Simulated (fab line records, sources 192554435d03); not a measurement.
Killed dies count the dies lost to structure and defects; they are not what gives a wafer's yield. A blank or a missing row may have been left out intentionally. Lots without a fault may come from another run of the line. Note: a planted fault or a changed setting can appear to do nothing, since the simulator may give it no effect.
Chamber matching    flow n5 finfet    pecvd-01 running N5_BEOL_M15_DEP_53: 3 sister chambers
The step deposits SiCN from 3MS/NH3, target thk 50 nm, time 17.8 s. 3 wafers are shown with their chamber, then 8 later ones without.

## WAFERS WITH THEIR CHAMBER
wafer   chamber  throttle valve pct (%)
L085.3  2        17.1
L085.6  0        18.4
L089.1  1        17.3

## WAFERS WITH NO CHAMBER GIVEN
wafer   throttle valve pct (%)
L089.4  17.9
L089.6  18.0
L090.1  16.9
L090.3  18.4
L090.6  18.2
L096.1  18.3
L096.2  18.1
L096.3  18.4

## EACH ONE'S CHAMBER
wafer   from the rows above           in truth
L089.4  can't be placed: 0 or 1 or 2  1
L089.6  can't be placed: 0 or 1 or 2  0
L090.1  can't be placed: 2 or 1       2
L090.3  0                             0
L090.6  0                             0
L096.1  0                             0
L096.2  can't be placed: 0 or 1       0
L096.3  0                             0
Placed correctly: 4 of 8. Can't be placed from these rows: 4 (the true chamber is among the candidates in 4). Number placed wrongly: 0.
How it was worked out, from the rows above alone: a wafer's distance from a chamber is the root of the sum, over the readings, of the square of ((its reading less the chamber's mean) divided by the reading's scatter). If the next closest chamber is less than 2 further off than the closest, the wafer can't be placed; otherwise it belongs to the closest. For every chamber, the mean is computed from those of its wafers that are shown. The scatter: root of mean squared gap, hidden wafer to nearest shown wafer, with one shown wafer a chamber.
